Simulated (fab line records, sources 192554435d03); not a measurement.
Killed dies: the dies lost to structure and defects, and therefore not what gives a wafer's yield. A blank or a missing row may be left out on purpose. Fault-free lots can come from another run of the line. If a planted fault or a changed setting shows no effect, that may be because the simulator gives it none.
fab line records | flow n5-finfet
record lots=4 | wafers=12 | last-day=18
route steps=1938 shown BEOL_M3@1015 BEOL_M4@1021
lots that met no fault: taken from a fault-free run of the same line
start-h: hours from the record's first day to the start of the lot's first wafer shown | wait-h: hours from the lot's prior step to this one | " identical to the entry in the row above | L1.1+2: a single row standing in for several wafers | - no value, or no start was given | * or withheld: withheld | < > ~ a bound
route shown NAME@n: names a module that has steps shown in the file, with the first one's number in the route | usual: average and standard deviation across the fault-free wafers | same: alike in all rows | chamber/n: place in a boat | sites: each site's reading | _std_site: standard deviation across them | _edge_site: the outer-site mean with the inner-site mean subtracted | radius-mm: how far each site lies from the wafer's centre | mask NAME#n: copy n | behind: the tool/chamber that last shaped the wafer | hold: why the lot went on hold/how many hours it stayed there/how the hold came to an end | device: which transistor (n, p or np) failed to switch | end of line: the route-end tests of the same wafers | where a step has no rows: the recipe by itself | killed: dies that structure and defects cost at the first sort, which is not the same as the wafer's yield | map: a wafer's dies, x killed, . not, _ none there
set.NAME: the setting as run; set.NAME@STEP: as run at that earlier step | model.NAME: the simulator's own value behind a step, which no gauge read
lots seen at some steps along the route; tables by step, rows by wafer
services: from which hour (start-h, from the record's first day; less than 0 if before it) a tool's chamber was out of use, for how many hours, and why
## steps
# step N5_BEOL_M3_PRE_CLEAN_60
# recipe gas=NH3/H2 | time-s=15 | temp-c=* | rf-power-w=300
# step N5_BEOL_M3_CO_CAP_55
# recipe material=Co | target-thk-a=20 | temp-c=200 | precursor=CCTBA/H2 | pressure-torr=30 | time-s=102.1
# step N5_BEOL_M3_PRE_CLEAN_56
# recipe gas=NH3 | time-s=15 | temp-c=withheld | rf-power-w=300
# step N5_BEOL_M3_DEP_57
# recipe material=SiCN | target-thk-a=80 | temp-c=withheld | precursor=3MS/NH3 | pressure-torr=3 | rf-w=202 | time-s=14
# step N5_BEOL_M4_ILD_DEP_00
# recipe material=SiOC | target-thk-a=790 | temp-c=350 | precursor=DEMS/O2 | pressure-torr=5 | rf-w=500 | time-s=15.3
# step N5_BEOL_M4_PECVD_72
# recipe material=SiO2 | target-thk-a=160 | temp-c=400 | precursor=TEOS/O2 | pressure-torr=5.5 | rf-w=450 | teos-flow-sccm=53.8 | gas=O2 | flow-sccm=3000 | time-s=18
# step N5_BEOL_M4_HM_DEP_02
# recipe material=TiN | target-thk-a=200 | temp-c=25 | chamber-pressure-pa=0.49996
# step N5_BEOL_M4_COAT_61
# recipe resist=SOC | temp-c=250 | time-s=60 | spin-rpm=1500 | resist-thk-nm=60
# step N5_BEOL_M4_COAT_62
# recipe resist=SiARC | temp-c=220 | time-s=60 | spin-rpm=1500 | resist-thk-nm=12
# usual spin-speed-rpm=1499.9/0.98
# same time-s=60
lot.wafer | tool           | chamber | start-h | wait-h | spin-speed-rpm | model.SiARC_of_BEOL_M4_COAT_62.thk-nm
L850.2    | litho-track-04 | 0       | 195.97  | -      | 1500.2         | 12
L850.4    | "              | 0       | "       | "      | 1498.5         | 12
L850.5    | "              | 0       | "       | "      | 1498.6         | 12
L863.1    | litho-track-04 | 0       | 265.16  | -      | 1748.1         | 11.2
L863.2    | "              | 0       | "       | "      | 1748.1         | 11.2
L863.4    | "              | 0       | "       | "      | 1749.3         | 11.2
L864.1    | litho-track-05 | 0       | 268.12  | -      | 1501.0         | 12
L864.3    | "              | 0       | "       | "      | 1500.8         | 12
L864.5    | "              | 0       | "       | "      | 1500.7         | 12
L866.3    | litho-track-04 | 0       | 288.57  | -      | 1748.2         | 11.2
L866.5    | "              | 0       | "       | "      | 1747.5         | 11.2
L866.6    | "              | 0       | "       | "      | 1749.9         | 11.2
# step N5_BEOL_M4_COAT_73
# recipe resist=underlayer | temp-c=205 | time-s=60 | spin-rpm=1500 | resist-thk-nm=5
# step N5_BEOL_M4_COAT_05
# recipe resist=CAR-EUV | spin-rpm=1500 | resist-thk-nm=30
# step N5_BEOL_M4_EBR_07
# recipe solvent=PGMEA | ebr-width-mm=1.5
# step N5_BEOL_M4_SOFTBAKE_06
# recipe temp-c=110 | time-s=60 | resist=CAR-EUV
# step N5_BEOL_M4_EXPOSE_08
# recipe mask-id=M4 | na=0.33 | source-shape=dipole | sigma-inner=0.369 | sigma-outer=0.767 | polarization=unpolarized | dose-mj=41.25
# step N5_BEOL_M4_PEB_09
# recipe peb-temp-c=100 | peb-time-s=60 | resist=CAR-EUV
# step N5_BEOL_M4_DEVELOP_10
# recipe develop-time-s=30 | developer=TMAH | resist=CAR-EUV | rinse-liquid=surfactant-rinse | dry=air-spin | dev-temp-c=23
# step N5_BEOL_M4_DESCUM_16
# recipe chemistry=O2 | time-s=7 | source-power-w=50 | bias-power-w=20 | pressure-mtorr=20 | rf-frequency-hz=2.712e+07 | temp-c=40 | resist=CAR-EUV | o2-flow-sccm=225
# step N5_BEOL_M4_ETCH_74
# recipe chemistry=N2/H2 | target=underlayer | target-depth-a=65 | mask-material=CAR-EUV | time-s=5.2 | ion-energy-ev=200 | pressure-mtorr=30 | source-w=840 | bias-w=150 | n2-flow-sccm=200 | h2-flow-sccm=200 | ends=cleared
# step N5_BEOL_M4_ETCH_63
# recipe chemistry=CF4 | target=SiARC | target-depth-a=156 | mask-material=CAR-EUV | time-s=26 | ion-energy-ev=80 | pressure-mtorr=40 | source-w=545 | bias-w=36 | Ar_flow_sccm=100 | cf4-flow-sccm=100 | ends=cleared
# usual drypump-motor-current-A=5.5/0.5 | etch-rf-on-time-s=26.3/0.7 | oes-product-au=0.67/0.07 | rf-vpp-V=184.0/0.95 | showerhead-plenum-p-Torr=2.14/0.051 | throttle-valve-pct=15.44/0.17
lot.wafer | tool        | chamber | start-h | wait-h | drypump-motor-current-A | etch-rf-on-time-s | oes-product-au | rf-hours-counter-h | rf-vpp-V | showerhead-plenum-p-Torr | throttle-valve-pct | model.etch.depth-nm | model.CAR-EUV_of_BEOL_M4_COAT_05.thk-nm
L850.2    | rie-diel-05 | 0       | 196.62  | 0.0    | 5.3                     | 26.3              | 0.66           | 103                | 185.2    | 2.17                     | 15.54              | 11.98               | 11.2
L850.4    | "           | 2       | "       | "      | 5.4                     | 25.2              | 0.66           | 139                | 182.9    | 2.16                     | 15.34              | 11.98               | 11.2
L850.5    | "           | 3       | "       | "      | 5.3                     | 26.5              | 0.79           | -                  | 184.3    | 2.11                     | 15.35              | 11.95               | 11.4
L863.1    | rie-diel-01 | 0       | 266.09  | 0.0    | 5.5                     | 24.6              | 0.58           | 224                | 184.3    | 2.12                     | 15.78              | 11.13               | 11.8
L863.2    | "           | 2       | "       | "      | 5.2                     | 23.8              | 0.82           | 3                  | 185.9    | 2.29                     | 15.12              | 11.11               | 11.8
L863.4    | "           | 1       | "       | "      | 5.1                     | 24.2              | 0.62           | 194                | 185.5    | 2.20                     | 15.56              | 11.13               | 11.8
L864.1    | rie-diel-01 | 1       | 268.76  | 0.0    | 5.1                     | 26.4              | 0.61           | 195                | 184.5    | 2.20                     | 15.57              | 12.01               | 11.2
L864.3    | "           | 3       | "       | "      | 5.7                     | 26.1              | 0.69           | 92                 | 183.8    | 2.08                     | 15.33              | 11.98               | 11
L864.5    | "           | 3       | "       | "      | 5.6                     | 26.0              | 0.69           | -                  | 183.8    | 2.08                     | 15.34              | 11.97               | 11.2
L866.3    | rie-diel-04 | 1       | 289.14  | 0.0    | 6.3                     | 24.0              | 0.71           | 72                 | 184.8    | 2.16                     | 15.61              | 11.19               | 11.8
L866.5    | "           | 3       | "       | "      | 6.6                     | 24.4              | 0.58           | -                  | 184.8    | 2.19                     | 15.57              | 11.18               | 11.8
L866.6    | "           | 2       | "       | "      | 4.9                     | 26.0              | 0.59           | -                  | 182.7    | 2.13                     | 15.30              | 11.18               | 12
# step N5_BEOL_M4_ETCH_64
# recipe chemistry=N2/H2 | target=SOC | target-depth-a=750 | overetch-a=225 | mask-material=SiARC | temp-c=40 | time-s=121.9 | ion-energy-ev=200 | pressure-mtorr=30 | source-w=840 | bias-w=150 | n2-flow-sccm=200 | h2-flow-sccm=200
# usual drypump-motor-current-A=5.5/0.51 | n2-flow-sccm=200.1/0.62 | oes-product-au=0.60/0.06 | rf-vpp-V=523.7/2.2 | showerhead-plenum-p-Torr=2.54/0.075 | throttle-valve-pct=17.61/0.25
# same time-s=121.9
lot.wafer | tool        | chamber | start-h | wait-h | drypump-motor-current-A | n2-flow-sccm | oes-product-au | rf-hours-counter-h | rf-vpp-V | showerhead-plenum-p-Torr | throttle-valve-pct | model.SiARC_of_BEOL_M4_COAT_62.thk-nm
L850.2    | rie-diel-05 | 0       | 196.65  | 0.0    | 5.3                     | 199.6        | 0.60           | 103                | 524.3    | 2.56                     | 17.56              | 6.4
L850.4    | "           | 2       | "       | "      | 5.4                     | 199.6        | 0.58           | 139                | 523.8    | 2.54                     | 17.41              | 6
L850.5    | "           | 3       | "       | "      | 5.2                     | 199.8        | 0.72           | -                  | 523.2    | 2.49                     | 17.56              | 6.2
L863.1    | rie-diel-01 | 0       | 266.11  | 0.0    | 5.5                     | 200.0        | 0.52           | 224                | 522.2    | 2.52                     | 17.90              | 5.4
L863.2    | "           | 2       | "       | "      | 5.2                     | 199.8        | 0.72           | 3                  | 529.2    | 2.71                     | 17.17              | 5.2
L863.4    | "           | 1       | "       | "      | 5.1                     | 200.7        | 0.55           | 194                | 526.1    | 2.68                     | 18.11              | 5.4
L864.1    | rie-diel-01 | 1       | 268.79  | 0.0    | 5.1                     | 200.4        | 0.55           | 195                | 527.7    | 2.68                     | 18.10              | 6.2
L864.3    | "           | 3       | "       | "      | 5.6                     | 200.1        | 0.62           | 92                 | 522.6    | 2.48                     | 17.53              | 6.4
L864.5    | "           | 3       | "       | "      | 5.6                     | 199.5        | 0.61           | -                  | 521.7    | 2.48                     | 17.52              | 6.6
L866.3    | rie-diel-04 | 1       | 289.17  | 0.0    | 6.4                     | 200.2        | 0.63           | 72                 | 525.2    | 2.59                     | 17.99              | 5.2
L866.5    | "           | 3       | "       | "      | 6.6                     | 199.4        | 0.52           | -                  | 526.4    | 2.59                     | 17.61              | 5.8
L866.6    | "           | 2       | "       | "      | 4.9                     | 200.1        | 0.55           | -                  | 523.5    | 2.54                     | 17.51              | 5.6
# step N5_BEOL_M4_STRIP_65
# recipe chemistry=N2/H2 | temp-c=40 | n2-flow-sccm=200 | h2-flow-sccm=200 | rf-frequency-hz=6e+07
# step N5_BEOL_M4_RC_MEAS_101
# usual DIBL_N=37.1/2.6 | DIBL_P=38/3 | IOFF_N=0.18/0.052 | IOFF_P=0.25/0.06 | ION_N=678/15 | ION_P=467/8.6 | SS_N=71.7/0.73 | SS_P=73.7/0.89 | VT_N=249/4.3 | VT_P=-248/3.8
lot.wafer | tool      | chamber | start-h | wait-h | DIBL_N[mV/V] | DIBL_P[mV/V] | IOFF_N[nA/um] | IOFF_P[nA/um] | ION_N[uA/um] | ION_P[uA/um] | SS_N[mV/dec] | SS_P[mV/dec] | VT_N[mV] | VT_P[mV]
L850.2    | prober-02 | 0       | 228.22  | 0.2    | 37.6         | 40           | 0.20          | 0.25          | 665          | 451          | 71.6         | 74.2         | 248      | -251
L850.4    | "         | 0       | "       | "      | 37.6         | 40           | 0.21          | 0.25          | 683          | 463          | 71.7         | 73.8         | 244      | -249
L850.5    | "         | 0       | "       | "      | 38.0         | 40           | 0.19          | 0.22          | 658          | 446          | 72.0         | 74.0         | 246      | -252
L863.1    | prober-02 | 0       | 316.04  | 0.0    | 36.1         | 36           | 0.16          | 0.20          | 683          | 463          | 72.0         | 72.7         | 250      | -253
L863.2    | "         | 0       | "       | "      | 35.2         | 36           | 0.15          | 0.21          | 671          | 457          | 72.2         | 73.5         | 249      | -252
L863.4    | "         | 0       | "       | "      | 33.3         | 34           | 0.11          | 0.17          | 652          | 459          | 71.0         | 72.6         | 257      | -252
L864.1    | prober-01 | 0       | 317.15  | 0.0    | 35.4         | 36           | 0.13          | 0.21          | 662          | 464          | 71.3         | 73.9         | 255      | -251
L864.3    | "         | 0       | "       | "      | 35.0         | 36           | 0.13          | 0.22          | 669          | 464          | 70.7         | 73.9         | 254      | -249
L864.5    | "         | 0       | "       | "      | 36.1         | 38           | 0.15          | 0.25          | 682          | 473          | 71.1         | 74.1         | 250      | -247
L866.3    | prober-02 | 0       | 327.20  | 0.3    | 38.7         | 40           | 0.19          | 0.30          | 681          | 474          | 71.1         | 74.3         | 249      | -244
L866.5    | "         | 0       | "       | "      | 37.3         | 37           | 0.18          | 0.26          | 690          | 473          | 71.5         | 73.5         | 248      | -243
L866.6    | "         | 0       | "       | "      | 40.8         | 43           | 0.24          | 0.39          | 687          | 477          | 72.3         | 74.8         | 243      | -239
## services
tool        | chamber | start-h | hours | kind
rie-diel-05 | -       | 177.06  | 2.8   | pm
rie-diel-05 | -       | 188.93  | 0.2   | repair
rie-diel-04 | 3       | 206.48  | 9.8   | repair
rie-diel-01 | 0       | 208.40  | 5.3   | repair
rie-diel-05 | -       | 208.65  | 0.6   | repair
rie-diel-01 | 3       | 226.33  | 4.3   | repair
rie-diel-05 | 1       | 232.14  | 1.4   | repair
rie-diel-01 | 2       | 238.47  | -     | clean
rie-diel-01 | 2       | 238.47  | -     | consumable-replace:focus-ring
rie-diel-01 | 2       | 238.47  | -     | consumable-replace:showerhead
rie-diel-01 | 2       | 238.47  | 17.9  | scheduled-down
rie-diel-01 | 2       | 238.47  | 17.9  | vent-cycle
rie-diel-04 | 0       | 249.99  | -     | clean
rie-diel-04 | 0       | 249.99  | -     | consumable-replace:focus-ring
rie-diel-04 | 0       | 249.99  | 21.8  | scheduled-down
rie-diel-04 | 0       | 249.99  | 21.8  | vent-cycle
## key
first-sign step=N5_BEOL_M4_COAT_62 | reading=spin-speed-rpm | direction=up | sigmas=99+ | usual=* | struck=*
effect step=N5_BEOL_M4_ETCH_63 | reading=etch-rf-on-time-s | direction=down | sigmas=2.6 | usual=* | struck=*
model-effect step=N5_BEOL_M4_COAT_62 | value=SiARC_of_BEOL_M4_COAT_62.thk-nm | without=12 | struck=11.2
model-effect step=N5_BEOL_M4_ETCH_63 | value=etch.depth-nm | without=12.04 | struck=11.15
model-effect step=N5_BEOL_M4_ETCH_64 | value=SiARC_of_BEOL_M4_COAT_62.thk-nm | without=6.367 | struck=5.433
met-at N5_BEOL_M4_COAT_62
struck-wafers L863.1,L863.2,L863.4,L866.3,L866.5,L866.6
onset-between 195.97 265.16
fault kind=process-parameter-drift | tool=litho-track-04 | chamber=- | onset-h=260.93 | steps=N5_BEOL_M4_COAT_62 | channel=spin-rpm | offset=* | shape=step | end-h=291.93 | acts-in=* | stated=*
